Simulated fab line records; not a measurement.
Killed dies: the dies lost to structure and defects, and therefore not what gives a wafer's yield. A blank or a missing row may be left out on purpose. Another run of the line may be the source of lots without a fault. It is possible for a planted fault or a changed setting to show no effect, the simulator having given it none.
What tool caused it?	flow n5_finfet	15 lots with 45 wafers sampled at 7 steps, on a route of 1938 steps

## WHAT THE GAUGES SHOWED, per wafer
N5_BEOL_M11_CD_MEAS_28: the cd target is 70 nm. Usual: cd_nm 70.2 nm, standard deviation 0.87.
lot	measured	on	cd_nm (nm)	flag
L874	day 12 07:08	cd_sem-03	69.1 69.1 71.2	
L876	day 12 18:34	cd_sem-02	71.1 70.6 70.8	
L877	day 13 10:38	cd_sem-03	68.6 70.6 69.7	
L878	day 13 20:38	cd_sem-01	70.9 70.6 69.1	
L880	day 14 09:07	cd_sem-03	70.6 70.1 70.8	
L884	day 14 21:44	cd_sem-01	68.2 69.5 69.9	
L882	day 15 00:50	cd_sem-02	68.4 69.1 70.4	
L883	day 15 06:09	cd_sem-03	70.5 70.6 70.3	
L887	day 15 11:47	cd_sem-01	70.0 70.3 70.9	
L885	day 15 11:38	cd_sem-01	70.1 69.8 70.0	
L888	day 16 22:10	cd_sem-01	69.3 70.7 70.8	
L892	day 17 11:37	cd_sem-02	70.2 70.3 70.8	
L893	day 17 19:37	cd_sem-02	70.7 71.1 70.9	
L894	day 18 03:10	cd_sem-01	69.7 70.4 69.7	
L896	day 18 03:20	cd_sem-03	70.9 71.4 71.5	

N5_BEOL_M11_OCD_MEAS_38. Usual: trench_depth_nm 149.2 nm, standard deviation 2.1.
lot	measured	on	trench_depth_nm (nm)	flag
L874	day 12 07:47	ocd-02	151.0 148.9 148.6	
L876	day 12 19:48	ocd-02	147.2 150.5 149.7	
L877	day 13 11:13	ocd-02	150.6 149.5 150.0	
L878	day 13 21:13	ocd-01	151.1 152.1 154.2	
L880	day 14 09:50	ocd-01	150.9 150.2 149.6	
L884	day 14 22:19	ocd-02	147.8 148.5 145.1	
L882	day 15 01:25	ocd-01	150.1 149.6 150.4	
L883	day 15 06:44	ocd-02	85.5 85.4 87.9	OFF
L887	day 15 12:41	ocd-01	86.9 87.0 87.1	OFF
L885	day 15 12:13	ocd-02	85.8 86.7 87.8	OFF
L888	day 16 22:44	ocd-01	149.1 147.0 152.4	
L892	day 17 12:36	ocd-01	149.2 147.1 150.4	
L893	day 17 20:12	ocd-01	151.4 150.2 152.3	
L894	day 18 04:04	ocd-02	152.1 150.0 149.4	
L896	day 18 04:19	ocd-02	149.8 149.4 152.6	

N5_BEOL_M11_THK_MEAS_53: measures by xrf. Usual: M11_THK typically reads 140.1 nm, with standard deviation 2.5.
lot	measured	on	M11_THK (nm)	flag
L874	day 12 11:04	film_metro-02	143.7 141.3 139.6	
L876	day 12 23:47	film_metro-01	138.2 140.6 141.8	
L877	day 13 14:11	film_metro-01	142.0 139.7 141.8	
L878	day 13 23:59	film_metro-02	141.7 141.0 145.0	
L880	day 14 12:44	film_metro-02	139.5 139.4 140.2	
L884	day 15 00:24	film_metro-01	138.5 138.3 134.9	
L882	day 15 03:56	film_metro-01	140.4 140.2 140.3	
L883	day 15 09:08	film_metro-02	76.7 75.3 76.0	OFF
L887	day 15 16:20	film_metro-02	76.2 77.3 76.9	OFF
L885	day 15 14:43	film_metro-01	78.3 77.4 79.3	OFF
L888	day 17 01:51	film_metro-02	141.7 136.2 143.4	
L892	day 17 15:08	film_metro-01	140.5 139.7 142.1	
L893	day 17 22:26	film_metro-01	144.4 142.6 145.1	
L894	day 18 06:31	film_metro-02	143.0 141.5 138.2	
L896	day 18 06:51	film_metro-01	139.6 141.0 144.0	

N5_BEOL_M11_RS_MEAS_57: measurement is done with a four-point probe. Usual: M11_RS typically reads 0.1505 ohm/sq, with standard deviation 0.0027.
lot	measured	on	M11_RS (ohm/sq)	flag
L874	day 12 11:12	film_metro-02	0.1466 0.1489 0.1511	
L876	day 12 23:55	film_metro-01	0.1537 0.1503 0.1496	
L877	day 13 14:19	film_metro-01	0.1484 0.1496 0.1479	
L878	day 14 00:07	film_metro-01	0.1488 0.1486 0.1447	
L880	day 14 12:52	film_metro-01	0.1497 0.1504 0.1499	
L884	day 15 00:31	film_metro-01	0.1538 0.1530 0.1578	
L882	day 15 04:04	film_metro-01	0.1500 0.1503 0.1501	
L883	day 15 09:16	film_metro-01	0.2992 0.3043 0.2995	OFF
L887	day 15 16:28	film_metro-01	0.2967 0.2914 0.2947	OFF
L885	day 15 14:50	film_metro-01	0.2935 0.2970 0.2891	OFF
L888	day 17 01:59	film_metro-01	0.1482 0.1535 0.1460	
L892	day 17 15:17	film_metro-01	0.1518 0.1523 0.1489	
L893	day 17 22:35	film_metro-01	0.1472 0.1483 0.1461	
L894	day 18 06:39	film_metro-02	0.1474 0.1492 0.1523	
L896	day 18 06:59	film_metro-02	0.1509 0.1502 0.1459	

## EACH LOT AND THE TOOL THAT RAN IT (in order: tool; ch and the chambers of the sampled wafers; start)
lot	N5_BEOL_M11_STRIP_67	N5_BEOL_M11_ETCH_65	N5_BEOL_M11_TRENCH_ETCH_37
L874	rie_diel-05 ch 0,2, day 12 05:36	rie_diel-06 ch 0,1, day 12 07:19	rie_diel-06 ch 0,1, day 12 07:36
L876	rie_diel-06 ch 0,2,3, day 12 17:59	rie_diel-05 ch 0,2,3, day 12 19:21	rie_diel-05 ch 0,2,3, day 12 19:37
L877	rie_diel-06 ch 0,2,3, day 13 08:07	rie_diel-02 ch 0,1,2, day 13 10:45	rie_diel-02 ch 0,1,2, day 13 11:02
L878	rie_diel-02 ch 1,2,3, day 13 19:59	rie_diel-02 ch 0,1,3, day 13 20:45	rie_diel-02 ch 0,1,3, day 13 21:02
L880	rie_diel-05 ch 1,3, day 14 08:02	rie_diel-02 ch 1,2,3, day 14 09:23	rie_diel-02 ch 1,2,3, day 14 09:39
L884	rie_diel-05 ch 0,2, day 14 20:06	rie_diel-06 ch 0,3, day 14 21:51	rie_diel-06 ch 0,3, day 14 22:08
L882	rie_diel-06 ch 0,1,3, day 14 23:36	rie_diel-06 ch 0,1, day 15 00:57	rie_diel-06 ch 0,1, day 15 01:14
L883	rie_diel-02 ch 1,2,3, day 15 03:25	rie_diel-06 ch 1,3, day 15 06:16	rie_diel-06 ch 1,3, day 15 06:33
L887	rie_diel-06 ch 1,3, day 15 07:54	rie_diel-06 ch 0,1, day 15 12:13	rie_diel-06 ch 0,1, day 15 12:29
L885	rie_diel-02 ch 0,1,3, day 15 08:10	rie_diel-06 ch 1,2,3, day 15 11:45	rie_diel-06 ch 1,2,3, day 15 12:01
L888	rie_diel-02 ch 0,1,3, day 16 19:29	rie_diel-02 ch 0,1,2, day 16 22:17	rie_diel-02 ch 0,1,2, day 16 22:34
L892	rie_diel-06 ch 0,1,3, day 17 08:05	rie_diel-05 ch 1,3, day 17 12:08	rie_diel-05 ch 1,3, day 17 12:25
L893	rie_diel-05 ch 1,2, day 17 18:02	rie_diel-05 ch 0,2, day 17 19:44	rie_diel-05 ch 0,2, day 17 20:01
L894	rie_diel-02 ch 0,2,3, day 18 01:23	rie_diel-05 ch 1,2,3, day 18 03:36	rie_diel-05 ch 1,2,3, day 18 03:53
L896	rie_diel-02 ch 0,1,3, day 18 01:38	rie_diel-02 ch 0,1,2, day 18 03:51	rie_diel-02 ch 0,1,2, day 18 04:07
- N5_BEOL_M11_STRIP_67: strips in CF4.
- N5_BEOL_M11_ETCH_65: etches SiARC in CF4, target depth 39 nm, time 65 s.
- N5_BEOL_M11_TRENCH_ETCH_37: etches SiCOH lowk in C4F6/O2, target depth 148.83 nm, time 48 s.

## AS READ BY THE TOOLS THEMSELVES (means over the sampled wafers that have a number; for cases with no such wafer, the mark the record gives instead)
N5_BEOL_M11_STRIP_67. Usual: cf4_flow_sccm 150.0 sccm, standard deviation 0.44; drypump_motor_current_A 5.8 A, standard deviation 0.46; oes_product_au 0.80 a.u., standard deviation 0.081; rf_vpp_V 270.8 V, standard deviation 1.7; showerhead_plenum_p_Torr 1.78 Torr, standard deviation 0.07; throttle_valve_pct 13.6 %, standard deviation 0.34.
lot	tool	cf4_flow_sccm (sccm)	drypump_motor_current_A (A)	oes_product_au (a.u.)	rf_vpp_V (V)	showerhead_plenum_p_Torr (Torr)	throttle_valve_pct (%)	flag
L874	rie_diel-05	149.8	5.9	0.85	271.8	1.79	13.6	
L876	rie_diel-06	149.8	5.8	0.78	270.0	1.73	13.9	
L877	rie_diel-06	150.0	5.8	0.76	269.6	1.73	13.9	
L878	rie_diel-02	149.7	5.6	0.81	270.8	1.80	13.6	
L880	rie_diel-05	150.0	5.5	0.87	271.4	1.80	13.3	
L884	rie_diel-05	150.2	5.9	0.78	271.3	1.82	13.8	
L882	rie_diel-06	150.1	5.9	0.71	269.8	1.70	14.0	
L883	rie_diel-02	149.9	5.7	0.80	271.4	1.80	13.6	
L887	rie_diel-06	150.2	6.3	0.70	270.5	1.74	14.0	
L885	rie_diel-02	150.0	6.0	0.84	272.8	1.84	13.4	
L888	rie_diel-02	150.0	6.0	0.82	272.1	1.83	13.4	
L892	rie_diel-06	150.1	5.9	0.79	270.0	1.77	13.8	
L893	rie_diel-05	150.4	5.7	0.83	271.8	1.83	13.5	
L894	rie_diel-02	150.1	5.5	0.79	270.8	1.78	13.5	
L896	rie_diel-02	150.1	5.9	0.81	272.2	1.83	13.5	

N5_BEOL_M11_ETCH_65. Usual: value, then standard deviation, for each; cf4_flow_sccm 100.0 sccm / 0.31; drypump_motor_current_A 5.8 A / 0.48; etch_rf_on_time_s 64.6 s / 1.2; oes_product_au 0.68 a.u. / 0.07; rf_vpp_V 183.8 V / 1.3; showerhead_plenum_p_Torr 2.12 Torr / 0.081; throttle_valve_pct 15.7 % / 0.33.
lot	tool	cf4_flow_sccm (sccm)	drypump_motor_current_A (A)	etch_rf_on_time_s (s)	oes_product_au (a.u.)	rf_vpp_V (V)	showerhead_plenum_p_Torr (Torr)	throttle_valve_pct (%)	flag
L874	rie_diel-06	100.3	5.6	63.8	0.64	182.9	2.02	15.9	
L876	rie_diel-05	99.9	5.6	64.7	0.67	183.7	2.14	15.7	
L877	rie_diel-02	100.4	6.0	64.2	0.71	183.4	2.16	15.4	
L878	rie_diel-02	100.0	6.0	64.1	0.73	185.6	2.20	15.4	
L880	rie_diel-02	100.1	5.7	63.7	0.70	184.3	2.15	15.7	
L884	rie_diel-06	100.0	5.5	64.7	0.61	182.2	1.99	15.9	
L882	rie_diel-06	100.0	5.7	64.4	0.62	182.4	2.01	15.9	
L883	rie_diel-06	99.9	6.2	65.3	0.59	183.4	2.06	16.0	
L887	rie_diel-06	100.1	6.0	64.2	0.62	183.6	2.05	16.0	
L885	rie_diel-06	100.1	6.2	66.2	0.63	182.9	2.10	15.9	
L888	rie_diel-02	99.9	6.0	64.1	0.69	184.4	2.16	15.4	
L892	rie_diel-05	100.2	5.3	63.6	0.79	184.4	2.12	15.1	
L893	rie_diel-05	99.8	5.9	64.2	0.69	183.9	2.13	15.8	
L894	rie_diel-05	99.4	5.6	64.4	0.72	184.2	2.16	15.5	
L896	rie_diel-02	100.1	6.0	64.8	0.68	184.5	2.15	15.4	

N5_BEOL_M11_TRENCH_ETCH_37. Usual: drypump_motor_current_A 5.8 A, standard deviation 0.48; oes_o_777_au 0.80 a.u., standard deviation 0.075; oes_product_au 0.80 a.u., standard deviation 0.084; rf_vpp_V 670 V, standard deviation 11; showerhead_plenum_p_Torr 2.82 Torr, standard deviation 0.11; throttle_valve_pct 21.0 %, standard deviation 0.32.
lot	tool	drypump_motor_current_A (A)	oes_o_777_au (a.u.)	oes_product_au (a.u.)	rf_vpp_V (V)	showerhead_plenum_p_Torr (Torr)	throttle_valve_pct (%)	flag
L874	rie_diel-06	5.6	0.76	0.75	661	2.68	21.2	
L876	rie_diel-05	5.7	0.78	0.78	665	2.85	21.0	
L877	rie_diel-02	6.0	0.84	0.83	678	2.88	20.7	
L878	rie_diel-02	5.9	0.85	0.87	673	2.93	20.8	
L880	rie_diel-02	5.7	0.80	0.81	679	2.87	21.1	
L884	rie_diel-06	5.5	0.71	0.71	671	2.64	21.3	
L882	rie_diel-06	5.6	0.74	0.73	660	2.67	21.2	
L883	rie_diel-06	6.2	0.69	0.51	679	2.74	21.3	OFF
L887	rie_diel-06	6.1	0.74	0.53	661	2.74	21.2	OFF
L885	rie_diel-06	6.2	0.75	0.55	674	2.80	21.2	
L888	rie_diel-02	6.0	0.81	0.80	677	2.87	20.8	
L892	rie_diel-05	5.3	0.92	0.92	670	2.83	20.5	
L893	rie_diel-05	5.9	0.79	0.81	663	2.83	21.2	
L894	rie_diel-05	5.6	0.84	0.85	665	2.88	20.9	
L896	rie_diel-02	6.0	0.79	0.80	678	2.87	20.8	

## THE ANSWER, worked out from the rows above alone
Rule: lot off if the mean of its wafers having a number is beyond 3 standard deviations from the usual mean. Also off: a lot with no number at a reading for which 4 or more lots have one. The other lots that the step has rows for count as sound. Order of review: gauges by route order, followed by the tools' own readings, for which a lot's mean as printed above is used. At the first step where some lot is off, the reading lying furthest off is the one used; lots without a number count as furthest.
Off, at N5_BEOL_M11_OCD_MEAS_38 on trench_depth_nm: L883, L887, L885.
If a tool, at a process step before that reading, ran all the lots that are off and no sound lot after the first of them, it fits. The gauges at N5_BEOL_M11_OCD_MEAS_38 aren't tried: what is off there is off at N5_BEOL_M11_THK_MEAS_53 too, on other tools, and a gauge's error can't cause that. One fits: N5_BEOL_M11_ETCH_65 and N5_BEOL_M11_TRENCH_ETCH_37 on rie_diel-06. At N5_BEOL_M11_ETCH_65 its last sound lot is L882 (day 15 00:57), its first lot that is off L883 (day 15 06:16): a fault that began between those two fits.

## WHAT WAS PUT IN BY THE SIMULATOR
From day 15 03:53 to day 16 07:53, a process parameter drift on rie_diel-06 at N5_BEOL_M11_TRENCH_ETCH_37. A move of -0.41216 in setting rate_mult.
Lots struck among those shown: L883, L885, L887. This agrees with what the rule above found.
